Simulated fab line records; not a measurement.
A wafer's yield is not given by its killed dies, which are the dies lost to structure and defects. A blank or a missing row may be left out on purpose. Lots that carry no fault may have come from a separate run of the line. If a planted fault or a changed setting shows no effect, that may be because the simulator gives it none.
Struck lot and sound lot, side by side    flow n5 finfet    36 out of 1938 route steps
Sound: these wafers, L663.1, L663.3, L663.5. Struck: wafer L662.2 (L662.1, L662.3, from the same lot, were not struck and are left out); the cause is given at the end.
Each step with rows lists, per side, the tool, then ch with its chambers, then its first start. Under that, the readings that differ: sound wafers    struck wafers    difference of the means    sigmas: that difference in standard deviations of wafers without a fault.
alike: a reading whose means differ by less than 2 such deviations, as well as words and numbers matching on both sides. not compared: withheld readings; readings where some wafer has no value; bounds like >300 that might hide an equal value; numbers whose values overlap and for which the record gives no deviation.
Wherever a step has rows on one side only, a row that says differs or no value, or a row with sigmas, the two part there. Non-overlapping numbers with no deviation appear without sigmas and do not part them. A reading that every wafer of one side lacks parts them only if that side has two wafers or more.

first, 9 steps without rows for these wafers: N5_BEOL_M7_ALD_77 (deposits TaN, target thk 2 nm, pulse time 2 s, purge time 3 s); N5_BEOL_M7_SURFACE_TREAT_79; N5_BEOL_M7_CVD_78 (deposits Co from CCTBA/H2, target thk 2 nm, time 142.3 s); N5_BEOL_M7_SPUTTER_48 (material Cu, target thk 10 nm, time 1.667 s); N5_BEOL_M7_ECD_50 (material Cu, target thk 300 nm); N5_BEOL_M7_ANNEAL_51 (time 90 s); N5_BEOL_M7_CMP_52 (polishes, stops on SiCOH lowk, t overpolish 6.9 s, target thk 80 nm); N5_BEOL_M7_PRE_CLEAN_55 (time 15 s); N5_BEOL_M7_DEP_56 (deposits SiCN from 3MS/NH3, target thk 10 nm, time 17.5 s).
N5_BEOL_M8_ILD_DEP_00: deposits SiCOH lowk from DEMS/porogen, target thk 179.75 nm, time 33.4 s.
  sound on pecvd-01 ch 0,1,2, day 15 18:04; struck on pecvd-03 ch 0, day 15 07:09
reading                                             sound              struck  difference  sigmas
model.SiCOH_lowk_of_BEOL_M8_ILD_DEP_00.thk nm (nm)  177.8 178.2 179.2  238.2   +59.8       
  alike: heater power w, rf fwd power W, showerhead plenum p Torr, throttle valve pct
then, 1 step without rows for these wafers: N5_BEOL_M8_CURE_74 (cures SiCOH lowk, time 240 s).
N5_BEOL_M8_THK_MEAS_01:
  sound on film metro-01, day 15 18:39; struck on film metro-02, day 15 07:43
reading          sound              struck  difference  sigmas
M8_ILD_THK (nm)  153.2 153.7 154.7  206.0   +52.1       +26
then, 23 steps without rows for these wafers: N5_BEOL_M8_PECVD_70 (deposits SiO2 from TEOS/O2, target thk 20 nm, time 22.7 s); N5_BEOL_M8_HM_DEP_02 (deposits TiN, target thk 20 nm); N5_BEOL_M8_COAT_59 (time 60 s, resist thk 100 nm); N5_BEOL_M8_COAT_60 (time 60 s, resist thk 35 nm); N5_BEOL_M8_COAT_05 (resist thk 90 nm); N5_BEOL_M8_EBR_07; N5_BEOL_M8_SOFTBAKE_06 (time 60 s); N5_BEOL_M8_EXPOSE_08 (exposes mask M8); N5_BEOL_M8_PEB_09 (peb time 60 s); N5_BEOL_M8_DEVELOP_10 (develop time 30 s); N5_BEOL_M8_DESCUM_16 (chemistry O2, time 7.9 s); N5_BEOL_M8_ETCH_61 (etches SiARC in CF4, target depth 45.5 nm, time 75.8 s); N5_BEOL_M8_ETCH_62 (etches SOC in N2/H2, target depth 110 nm, overetch 22 nm, time 165 s); N5_BEOL_M8_STRIP_68 (strips in N2/H2); N5_BEOL_M8_STRIP_67 (strips in CF4); N5_BEOL_M8_HM_OPEN_17 (chemistry Cl2/BCl3, target TiN, target depth 20 nm, overetch 6 nm); N5_BEOL_M8_STRIP_19 (strips in O2); N5_BEOL_M8_COAT_63 (time 60 s, resist thk 60 nm); N5_BEOL_M8_COAT_64 (time 60 s, resist thk 12 nm); N5_BEOL_M8_COAT_71 (time 60 s, resist thk 5 nm); N5_BEOL_M8_COAT_22 (resist thk 30 nm); N5_BEOL_M8_EBR_24; N5_BEOL_M8_SOFTBAKE_23 (time 60 s).
N5_BEOL_M8_CMP_52: polishes, stops on SiCOH lowk, t overpolish 6.9 s, target thk 80 nm.
  sound on cmp-01 ch 1,3, day 16 02:31; struck on cmp-03 ch 3, day 15 14:55
reading                                             sound              struck  difference  sigmas
model.SiCOH_lowk_of_BEOL_M8_ILD_DEP_00.thk nm (nm)  150.2 150.8 151.6  203     +52         
  alike: motor current A

== WHERE THEY PART ==
Only at N5_BEOL_M8_THK_MEAS_01, as far as this record shows. Later steps at which nothing parts them and some readings are alike: N5_BEOL_M8_CMP_52.

WHY: what had been put in by the simulator
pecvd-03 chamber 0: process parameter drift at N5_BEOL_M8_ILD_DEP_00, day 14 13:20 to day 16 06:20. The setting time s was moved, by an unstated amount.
